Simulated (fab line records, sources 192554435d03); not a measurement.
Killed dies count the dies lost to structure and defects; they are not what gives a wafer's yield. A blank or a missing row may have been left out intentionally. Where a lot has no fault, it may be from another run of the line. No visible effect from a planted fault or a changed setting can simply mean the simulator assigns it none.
8D (eight disciplines) problem report, filled in by code -- flow n5 finfet -- the parts of the form that need people (team, actions taken, sign-off) are left out

1. PROBLEM STATEMENT
Wafers without a fault read 13, standard deviation 6; killed at contacts at N5_PASSIVATION_PROBE_49 reads a mean of 146 on 3 wafers belonging to 2 lots. Measured from the usual mean, that is +22 standard deviations.
First seen on wafer L820.4, day 12 23:00, on prober-02. Wafers with a number at this step in the record: 5, from 2 lots. Rule for "out" (also "out of limits"): further than 4 standard deviations from the usual mean. The rest of the wafers with a number are treated as sound.

2. WHAT IT IS, WHAT IT ISN'T
question,is,is not
which readings at this step,"killed at contacts, defect limited yield, killed dies, sort_bin_5_function, sort n pass, sort yield pct","killed_at_M0_to_M3, killed at front end, killed at other, killed open, killed short"
which lots,"L820, L825",-
which wafers of those lots,"L820.4, L825.1, L825.5","L820.1, L825.2"
read on which tools,prober-02,-
when,from day 12 23:00,up to then (1 sound wafer); but 1 sound wafer of L825 came after

3. SUSPECTS, AND WHAT RULES EACH OUT
Counting: any tool at a process step up to the reading remains a suspect provided it ran every lot that is out. Sound lots after the first of them don't rule it out here, since some wafers of a struck lot are sound.
- cvd w-01 at N5_MOL_CONTACT_COAG_CVD_140 (deposits W, target thk 66.5 nm, time 215 s): kept. It ran every lot that is out, first L820 (day 6 12:28).
- rie diel-02 at N5_PASSIVATION_STRIP_48 (strips in O2): kept. It ran every lot that is out, first L820 (day 12 20:19).
- prober-02 at N5_PASSIVATION_PROBE_49: kept. It ran every lot that is out, first L820 (day 12 22:51). Out on those wafers are its own readings of defect limited yield, killed at contacts, killed dies, sort_bin_5_function, sort n pass, sort yield pct.
- The sound lot-mates ran in chamber 0 of cvd w-01 at N5_MOL_CONTACT_COAG_CVD_140, but the wafers that are out ran in chamber 1.
The count leaves cvd w-01 at N5_MOL_CONTACT_COAG_CVD_140, rie diel-02 at N5_PASSIVATION_STRIP_48, and prober-02 at N5_PASSIVATION_PROBE_49.

4. THE CAUSE (what the simulator had put in)
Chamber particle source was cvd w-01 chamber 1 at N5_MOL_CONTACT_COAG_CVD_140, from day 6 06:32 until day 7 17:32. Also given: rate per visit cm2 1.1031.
Of the 3 suspects that counting leaves, this tool is one.

5. THE EFFECT CHAIN, in route order
Each row: a reading whose mean over the struck wafers that have a number lies more than 3 standard deviations from the usual. Scope: only readings with a usual standard deviation given in the record; hours: median across lots of the time from each lot's start at the first step in this table that gives one to its start at this step; sigmas: change in usual standard deviations.
hours,step,reading,usual,on struck wafers,change,sigmas
0,N5_PASSIVATION_PROBE_49,defect limited yield,91.5 %,79.7,-11.8,-7.4
0,N5_PASSIVATION_PROBE_49,killed at contacts,13,146,+133,+22
0,N5_PASSIVATION_PROBE_49,killed dies,101,239,+138,+7.3
0,N5_PASSIVATION_PROBE_49,sort_bin_5_function,5.0 %,12.8,+7.8,+7.8
0,N5_PASSIVATION_PROBE_49,sort n pass,1079,941,-138,-7.3
0,N5_PASSIVATION_PROBE_49,sort yield pct,91.5 %,79.7,-11.8,-7.4
Process steps it contains:
- N5_PASSIVATION_PROBE_49

6. HOW IT WOULD HAVE BEEN CAUGHT EARLIER
In this record no reading fell out of limits until day 12 23:00, 160 hours after the fault had begun at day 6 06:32.
An alarm limit of 4 standard deviations would not have fired on the tool readings at N5_MOL_CONTACT_COAG_CVD_140 for which the record gives a usual standard deviation, since none of them was out on any struck wafer.
By day 12 23:00 the whole set of lots that are out, 2 in number, had already begun N5_MOL_CONTACT_COAG_CVD_140 on cvd w-01. Had the tool been put on hold then, not one of them would have been saved.
